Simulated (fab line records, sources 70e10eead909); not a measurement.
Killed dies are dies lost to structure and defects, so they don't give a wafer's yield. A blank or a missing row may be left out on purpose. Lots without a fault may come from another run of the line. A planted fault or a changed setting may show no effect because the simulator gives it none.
A struck lot beside a sound one | flow nand_harc | 40 steps out of a route of 1302
Sound: wafers L333.2, L333.3, L333.5. Struck: wafers L335.1, L335.2, L335.5. The cause comes at the end.
At each step with rows: each side's tool, then ch and its chambers, then its first start. Under that, the readings that differ: sound wafers | struck wafers | difference of the means | sigmas: that difference in standard deviations of wafers without a fault.
alike: readings whose means differ by less than 2 such deviations, and words and numbers that are the same on both sides. not compared: withheld readings, readings that some wafer has no value for, bounds like >300 that may hide the same value, and numbers for which the record gives no deviation and whose values overlap.
The two part at a step that has a row with sigmas, a row that says differs or no value, or rows on one side only. Numbers that don't overlap but have no deviation are shown without sigmas and don't part them. A reading that every wafer of one side lacks parts them only if that side has two wafers or more.

first, 4 steps without rows for these wafers: NHARC_A_CHANNEL_FILL_D2_ALD_02 (deposits SiO2, target thk 6 nm, pulse time 10 s, ald cycles 60); NHARC_A_CHANNEL_FILL_D2_ALD_03 (deposits SiNx, target thk 6 nm, pulse time 60 s, ald cycles 58); NHARC_A_CHANNEL_FILL_D2_ALD_14 (deposits SiO2, target thk 2.5 nm, pulse time 10 s, ald cycles 25); NHARC_A_CHANNEL_FILL_D2_ALD_15 (deposits SiNx, target thk 2 nm, pulse time 60 s, ald cycles 19).
NHARC_A_CHANNEL_FILL_D2_ALD_16: deposits SiO2, target thk 1.5 nm, pulse time 10 s, ald cycles 15.
  sound on ald_hk-01 ch 0,1, day 18 18:53; struck on ald_hk-01 ch 2,3, day 19 03:11
  alike: heater_power_w, precursor_pulse_height_rel
then, 3 steps without rows for these wafers: NHARC_A_CHANNEL_FILL_D2_ANNEAL_17 (time 1800 s); NHARC_A_CHANNEL_FILL_D2_CVD_18 (deposits poly-Si, target thk 3 nm); NHARC_A_CHANNEL_FILL_D2_ETCHBACK_19 (etches the open film in HBr/Cl2, target depth 5 nm, time 1.7 s).
NHARC_A_CHANNEL_FILL_D2_ETCHBACK_20: etches the open film in C4F8/O2/Ar, target depth 27 nm, time 13.5 s.
  sound on rie_diel-05 ch 1,2, day 19 06:49; struck on rie_diel-07 ch 2,3, day 19 15:55
  alike: oes_product_au, rf_vpp_V
  not compared: rf_hours_counter_h
then, 3 steps without rows for these wafers: NHARC_A_CHANNEL_FILL_D2_STRIP_28 (strips in O2, time 20 s); NHARC_A_CHANNEL_FILL_D2_PRECLEAN_21 (cleans in dHF, time 30 s); NHARC_A_CHANNEL_FILL_D2_SRD_23.
NHARC_A_CHANNEL_FILL_D2_CVD_05: deposits poly-Si, target thk 5 nm.
  sound on lpcvd_poly-02 ch 0, day 19 09:29; struck on lpcvd_poly-02, day 19 18:34
  no value came back on the struck wafers for spike_tc_bottom_C (C), spike_tc_centre_C (C); on the sound wafers spike_tc_bottom_C (C) reads 574.5 574.6 574.4
then, 7 steps without rows for these wafers: NHARC_A_CHANNEL_FILL_D2_ANNEAL_22 (time 7200 s); NHARC_A_CHANNEL_FILL_D2_ALD_25 (deposits SiOx, target thk 60 nm, pulse time 10 s, ald cycles 600); NHARC_A_CHANNEL_FILL_D2_ETCHBACK_08 (etches the open film in C4F8, target depth 220 nm, time 110 s); NHARC_A_CHANNEL_FILL_D2_STRIP_29 (strips in O2, time 20 s); NHARC_A_CHANNEL_FILL_D2_PRECLEAN_30 (cleans in dHF, time 30 s); NHARC_A_CHANNEL_FILL_D2_SRD_31; NHARC_A_CHANNEL_FILL_D2_CVD_09 (deposits poly-Si, target thk 150 nm, time 3000 s).
NHARC_A_CHANNEL_FILL_D2_CMP_10: polishes, target thk 150 nm.
  sound on cmp-02 ch 0,3, day 20 05:38; struck on cmp-02 ch 0,3, day 20 15:27
  alike: motor_current_A, retaining_ring_pressure_frac, time_to_endpoint_s
then, 2 steps without rows for these wafers: NHARC_A_CHANNEL_FILL_D2_SRD_12; NHARC_A_CHANNEL_FILL_D2_RTA_24 (time 5 s).
NHARC_A_CHANNEL_FILL_D2_INSPECT_13:
  sound on defect_inspect-02, day 20 06:13; struck on defect_inspect-01, day 20 16:04
  alike: raw_defect_count
NHARC_A_STAIRCASE_DEP_156: deposits SiNx, target thk 50 nm.
  sound on pecvd-03 ch 1,2, day 20 06:24; struck on pecvd-02 ch 0,1, day 20 16:10
  alike: heater_power_w, showerhead_vpp_V
then, 12 steps without rows for these wafers: NHARC_A_STAIRCASE_DEHYDRATE_158 (time 120 s); NHARC_A_STAIRCASE_HMDS_159 (time 30 s); NHARC_A_STAIRCASE_COAT_160; NHARC_A_STAIRCASE_SOFTBAKE_161 (time 170 s); NHARC_A_STAIRCASE_EBR_162; NHARC_A_STAIRCASE_EXPOSE_163 (exposes mask STAIR OPEN); NHARC_A_STAIRCASE_PEB_164 (peb time 130 s); NHARC_A_STAIRCASE_DEVELOP_165 (time 140 s); NHARC_A_STAIRCASE_HARDBAKE_167 (time 140 s); NHARC_A_STAIRCASE_DESCUM_168 (chemistry O2, time 3 s); NHARC_A_STAIRCASE_ETCH_169 (etches the open film in CH3F/O2, target depth 50 nm, time 107.1 s); NHARC_A_STAIRCASE_ETCH_170 (etches the open film in C4F6/O2, target depth 200 nm, time 66.667 s).
NHARC_A_STAIRCASE_STRIP_171: strips in O2.
  sound on plasma_asher-01 ch 0, day 20 08:05; struck on plasma_asher-01 ch 0,1, day 20 17:20
  alike: drypump_motor_current_A, heater_power_w
  not compared: rf_hours_counter_h
-- the record jumps here: 9 days lie between the struck wafers' starts before and after (it left off in module A_STAIRCASE and takes up again in module END, whose first step shown is number 1301 of the route) --
NHARC_END_WLT_00:
  sound on prober-02, day 29 07:12; struck on prober-02, day 30 03:19
  reading                           | sound             | struck            | difference | sigmas
  VT_DECK1_BOTTOM                   | 0.881 0.887 0.874 | 5.993 5.983 6.014 | +5.116     | +99 or more
  VT_DECK1_BOTTOM_INNER             | 0.884 0.876 0.872 | 6.005 5.963 5.960 | +5.099     | +99 or more
  VT_DECK1_MEDIAN_NEAR_BOTTOM       | 0.879 0.877 0.880 | 6.051 5.995 5.981 | +5.130     | +99 or more
  VT_DECK1_MEDIAN_NEAR_BOTTOM_INNER | 0.884 0.878 0.881 | 5.953 5.991 5.992 | +5.098     | +99 or more
  VT_DECK1_MIDDLE                   | 0.890 0.893 0.893 | 6.003 6.002 6.002 | +5.110     | +99 or more
  VT_DECK1_MIDDLE_INNER             | 0.893 0.896 0.889 | 5.982 6.008 6.024 | +5.112     | +99 or more
  VT_DECK1_TOP                      | 0.899 0.903 0.901 | 6.043 6.048 5.967 | +5.118     | +99 or more
  VT_DECK1_TOP_INNER                | 0.902 0.897 0.901 | 5.968 5.978 5.956 | +5.067     | +99 or more
  VT_DECK2_BOTTOM                   | 0.867 0.881 0.876 | 6.000 6.009 6.009 | +5.131     | +99 or more
  VT_DECK2_BOTTOM_INNER             | 0.871 0.867 0.878 | 5.972 5.962 5.974 | +5.097     | +99 or more
  VT_DECK2_MEDIAN_NEAR_BOTTOM       | 0.879 0.873 0.875 | 6.025 6.012 6.011 | +5.140     | +99 or more
  VT_DECK2_MEDIAN_NEAR_BOTTOM_INNER | 0.873 0.873 0.871 | 5.982 6.009 5.952 | +5.109     | +99 or more
  VT_DECK2_MIDDLE                   | 0.887 0.884 0.886 | 6.072 5.994 5.999 | +5.136     | +99 or more
  VT_DECK2_MIDDLE_INNER             | 0.885 0.889 0.885 | 6.005 6.017 6.007 | +5.123     | +99 or more
  VT_DECK2_TOP                      | 0.904 0.903 0.897 | 5.992 6.032 6.046 | +5.122     | +99 or more
  VT_DECK2_TOP_INNER                | 0.899 0.904 0.896 | 5.955 6.028 6.018 | +5.101     | +99 or more
  not compared: hold
NHARC_END_SORT_01:
  the record has rows for the sound wafers here (prober-02 ch 0, day 29 10:32) and none for the struck ones

WHERE THEY PART
First at NHARC_A_CHANNEL_FILL_D2_CVD_05; last, within this record, at NHARC_END_SORT_01.

WHY: what the simulator had put in
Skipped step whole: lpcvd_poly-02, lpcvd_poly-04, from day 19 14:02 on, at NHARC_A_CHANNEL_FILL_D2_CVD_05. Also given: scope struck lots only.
